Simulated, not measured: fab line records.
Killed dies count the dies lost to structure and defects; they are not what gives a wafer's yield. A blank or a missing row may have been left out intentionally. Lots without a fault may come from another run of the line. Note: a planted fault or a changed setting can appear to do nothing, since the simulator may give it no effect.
8D (eight disciplines) problem report, filled in by code	flow n5-finfet	the parts of the form that need people (team, actions taken, sign-off) are left out

## 1. THE PROBLEM
Wafers without a fault read 55.7 nm, standard deviation 1; trench-depth-nm at N5_BEOL_M2_OCD_MEAS_38 reads a mean of 40.9 nm on 6 wafers belonging to 2 lots. That is -15 standard deviations from the usual mean.
Earliest sighting: wafer L192.2 on ocd-01 at day 8 23:28. Wafers with a number at this step in the record: 27, from 9 lots. The rule behind "out" and "out of limits": a value lying over 4 standard deviations away from the usual mean. Any other wafer with a number is counted as sound.

## 2. WHAT IT IS, AND WHAT IT ISN'T
question	is	is not
which readings at this step	trench-depth-nm	-
which lots	L192, L193	L183, L197, L201, L202, L204, L205, L206
which wafers of those lots	all that have a number	-
read on which gauges	ocd-01	ocd-02
when	from day 8 23:28	up to then (3 sound wafers); but 18 sound wafers of L197, L201, L202, L204, L205, L206 came after

## 3. SUSPECTS, AND WHAT RULES EACH OUT
Counting: a tool at any process step up to the reading remains a suspect when it ran all the lots that are out and ran no sound lot after the first of those.
- ruled out: the gauge at N5_BEOL_M2_OCD_MEAS_38. All the wafers that are out were read on ocd-01, but those of them that N5_BEOL_M2_THK_MEAS_53 has rows for are out there too, on other tools.
- rie-diel-04 at N5_BEOL_M2_TRENCH_ETCH_37 (etches SiOC in C4F6/O2, target depth 55.555 nm, time 29.2 s): ruled out as a lasting fault. Sound lots L204, L206 ran on it after its first lot that is out, L192 (day 8 23:19).
Left after counting: nothing in the record.

## 4. THE CAUSE (what the simulator had put in)
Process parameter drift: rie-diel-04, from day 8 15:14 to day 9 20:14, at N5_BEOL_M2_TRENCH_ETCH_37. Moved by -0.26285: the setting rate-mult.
It was ruled out by counting, in error; the rule expects a fault to strike all lots run on its tool from its start on, and this fault did not.

## 5. SEQUENCE OF EFFECTS, ordered by route
Rows list readings where the struck wafers' mean (over those with a number) sits beyond 3 standard deviations from the usual. Only readings for which the record gives a usual standard deviation are gone through. hours: the time from each lot's start at the first step in this table that gives one to its start at this step, as a median over the lots. sigmas: the change in usual standard deviations.
hours	step	reading	usual	on struck wafers	change	sigmas
0	N5_BEOL_M2_OCD_MEAS_38	trench-depth-nm	55.7 nm	40.9	-14.8	-15
4	N5_BEOL_M2_THK_MEAS_53	M2_THK	39.8 nm	25.9	-13.9	-9.3
4	N5_BEOL_M2_RS_MEAS_58	M2_RS	0.67 ohm/sq	1.18	+0.51	+16
30	N5_BEOL_M4_RC_MEAS_101	SERP_M2	196 ohm/um	321	+125	+9.6
30	N5_BEOL_M4_RC_MEAS_101	SERP_M2_max_site	210 ohm/um	352	+142	+8.9
142	N5_PASSIVATION_PROBE_49	sort_bin_8_speed	0.00 %	1.19	+1.19	+99
The process steps in it:
- N5_PASSIVATION_PROBE_49

## 6. WHAT WOULD HAVE CAUGHT IT SOONER
Counted from the fault's start at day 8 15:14, it took 8 hours until the first out-of-limits reading at a measuring or inspecting step in this record, taken at day 8 23:28.
Of the tool readings at N5_BEOL_M2_TRENCH_ETCH_37 for which the record gives a usual standard deviation, none was out on any struck wafer, so an alarm limit of 4 standard deviations on them would not have fired.
